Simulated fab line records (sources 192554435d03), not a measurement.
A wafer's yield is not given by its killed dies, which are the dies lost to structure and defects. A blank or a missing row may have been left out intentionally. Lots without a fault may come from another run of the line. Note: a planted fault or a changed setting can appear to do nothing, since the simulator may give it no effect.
Struck lot and sound lot, side by side / flow n5Finfet / 31 out of 1938 route steps
Sound: wafers L521.4, L521.5, L521.6. Struck: wafers L524.2, L524.3. (L524.1 of the same lot was not struck and is left out.) The cause comes at the end.
At each step with rows: each side's tool, then ch and its chambers, then its first start. Under that, the readings that differ: sound wafers / struck wafers / difference of the means / sigmas: that difference in standard deviations of wafers without a fault.
alike: words and numbers the same on both sides, and readings whose means are apart by under 2 such deviations; not compared: readings that were withheld, readings missing a value for some wafer, numbers with overlapping values and no deviation given by the record, and bounds like >300 which may hide the same value.
Wherever a step has rows on one side only, a row that says differs or no value, or a row with sigmas, the two part there. Numbers that don't overlap but have no deviation are shown without sigmas and don't part them. A reading that every wafer of one side lacks parts them only if that side has two wafers or more.

first, 6 steps without rows for these wafers: N5_MIM_TOP_LITHO_EBR_04; N5_MIM_TOP_LITHO_SOFTBAKE_03 (time 90 s); N5_MIM_TOP_LITHO_EXPOSE_05 (exposes mask MIM TOP, target cd 2000 nm); N5_MIM_TOP_LITHO_PEB_06; N5_MIM_TOP_LITHO_DEVELOP_07 (develop time 60 s); N5_MIM_TOP_LITHO_HARDBAKE_09 (time 120 s).
N5_MIM_TOP_LITHO_CD_MEAS_08: target cd 2000 nm.
  sound on cdSem-02 ch 0, day 12 03:47; struck on cdSem-01 ch 0, day 13 11:01
reading=cdNm (nm); sound=1997.8 1999.0 1996.1; struck=2002.8 2002.7; difference=+5.1; sigmas=+3
N5_MIM_TOP_LITHO_OVL_MEAS_11:
  sound on overlay-01 ch 0, day 12 03:49; struck on overlay-02 ch 0, day 13 11:03
  alike: MIM_TOP_OVL
N5_MIM_TOP_LITHO_INSPECT_12: inspects for defects (macro).
  struck on defectInspect-02, day 13 11:04; sound on defectInspect-01, day 12 03:50
reading=rawDefectCount; sound=0 1 0; struck=5 1; difference=+3; sigmas=+2
then, 2 steps without rows for these wafers: N5_MIM_TOP_LITHO_DESCUM_10 (chemistry O2, time 7.9 s); N5_MIM_TOP_ETCH_ETCH_00 (etches TiN in Cl2/BCl3, target depth 38.5 nm).
N5_MIM_TOP_ETCH_STRIP_01: strips in O2.
  sound on rieDiel-03 ch 0,1,2, day 12 04:20; struck on rieDiel-06 ch 0, day 13 11:24
  alike: drypumpMotorCurrentA, oesProductAu, rfVppV, showerheadPlenumPTorr, tempC, throttleValvePct
  not compared: rfHoursCounterH
N5_MIM_TOP_ETCH_PECVD_03: deposits SiNx from SiH4/NH3/N2, target thk 20 nm, time 17.6 s.
  sound on pecvd-01 ch 1,2, day 12 04:25; struck on pecvd-01 ch 1,2, day 13 11:29
reading=chamberPressureTorr (Torr); sound=1.4968 1.4968 1.4987; struck=1.5004 1.5078; difference=+0.0067; sigmas=+2
reading=model.SiNx_of_MIM_TOP_ETCH_PECVD_03.thkNm (nm); sound=20.2 20.2 20; struck=22.8 23; difference=+2.8; sigmas=
  alike: heaterPowerW, showerheadPlenumPTorr, throttleValvePct
then, 8 steps without rows for these wafers: N5_MIM_BOT_LITHO_HMDS_01 (time 60 s); N5_MIM_BOT_LITHO_COAT_02; N5_MIM_BOT_LITHO_EBR_04; N5_MIM_BOT_LITHO_SOFTBAKE_03 (time 90 s); N5_MIM_BOT_LITHO_EXPOSE_05 (exposes mask MIM BOT); N5_MIM_BOT_LITHO_PEB_06; N5_MIM_BOT_LITHO_DEVELOP_07 (develop time 60 s); N5_MIM_BOT_LITHO_HARDBAKE_09 (time 120 s).
N5_MIM_BOT_LITHO_CD_MEAS_08: target cd 3000 nm.
  sound on cdSem-02 ch 0, day 12 04:54; struck on cdSem-02 ch 0, day 13 11:58
  alike: cdNm
N5_MIM_BOT_LITHO_OVL_MEAS_11:
  sound on overlay-01 ch 0, day 12 04:55; struck on overlay-02 ch 0, day 13 12:00
  alike: MIM_BOT_OVL
N5_MIM_BOT_LITHO_INSPECT_12: inspects for defects (macro).
  struck on defectInspect-02, day 13 12:01; sound on defectInspect-02, day 12 04:57
  alike: rawDefectCount
N5_MIM_BOT_LITHO_DESCUM_10: chemistry O2, time 7.9 s.
  sound on rieDiel-05 ch 0,1,2, day 12 05:01; struck on rieDiel-02 ch 0,2, day 13 12:04
reading=rfHoursCounterH (h); sound=- - -; struck=153 214; difference=no value on the sound wafers; sigmas=
reading=throttleValvePct (%); sound=20.15 20.56 20.13; struck=20.53 20.87; difference=+0.42; sigmas=+2
  alike: drypumpMotorCurrentA, oesProductAu, rfVppV, showerheadPlenumPTorr, tempC
N5_MIM_BOT_ETCH_ETCH_04: etches SiNx in CF4/O2, target depth 26 nm, time 13 s.
  sound on rieDiel-05 ch 0,1,2, day 12 05:05; struck on rieDiel-02 ch 0,2, day 13 12:07
reading=rfHoursCounterH (h); sound=- - -; struck=153 214; difference=no value on the sound wafers; sigmas=
  alike: drypumpMotorCurrentA, oes_ar_750_au, oes_o_777_au, oesProductAu, rfVppV, showerheadPlenumPTorr, throttleValvePct
then, 1 step without rows for these wafers: N5_MIM_BOT_ETCH_ETCH_03 (etches the open film in Cl2/BCl3, target depth 12 nm).
N5_MIM_BOT_ETCH_ETCH_00: etches TiN in Cl2/BCl3, target depth 45.5 nm.
  sound on rieMetal-01 ch 0,1, day 12 05:16; struck on rieMetal-02 ch 0, day 13 12:18
  alike: drypumpMotorCurrentA, mfcCl2Sccm, oes_ar_750_au, oesProductAu, throttleValvePct
  not compared: rfHoursCounterH
N5_MIM_BOT_ETCH_STRIP_01: strips in O2.
  sound on rieDiel-05 ch 0,1,2, day 12 05:23; struck on rieDiel-02 ch 0,2, day 13 12:26
reading=rfHoursCounterH (h); sound=- - -; struck=214 153; difference=no value on the sound wafers; sigmas=
  alike: drypumpMotorCurrentA, oesProductAu, rfVppV, showerheadPlenumPTorr, tempC, throttleValvePct
N5_MIM_BOT_ETCH_STRIP_02: strips in post etch residue remover, time 1200 s.
  sound on wetBench-06 ch 0,6,7, day 12 05:26; struck on wetBench-03 ch 0,2, day 13 12:31
reading=model.SiNx_of_MIM_TOP_ETCH_PECVD_03.thkNm (nm); sound=20 20 19.6; struck=22.4 22.6; difference=+2.6; sigmas=
  alike: tempC
then, 1 step without rows for these wafers: N5_MIM_BOT_ETCH_CLEAN_05 (cleans in IPA, time 180 s).

## WHERE THEY PART
Earliest at N5_MIM_TOP_LITHO_CD_MEAS_08; latest, in this record, at N5_MIM_BOT_ETCH_STRIP_01. Later steps at which nothing parts them and some readings are alike: N5_MIM_BOT_ETCH_STRIP_02.

WHY: whatever the simulator had introduced
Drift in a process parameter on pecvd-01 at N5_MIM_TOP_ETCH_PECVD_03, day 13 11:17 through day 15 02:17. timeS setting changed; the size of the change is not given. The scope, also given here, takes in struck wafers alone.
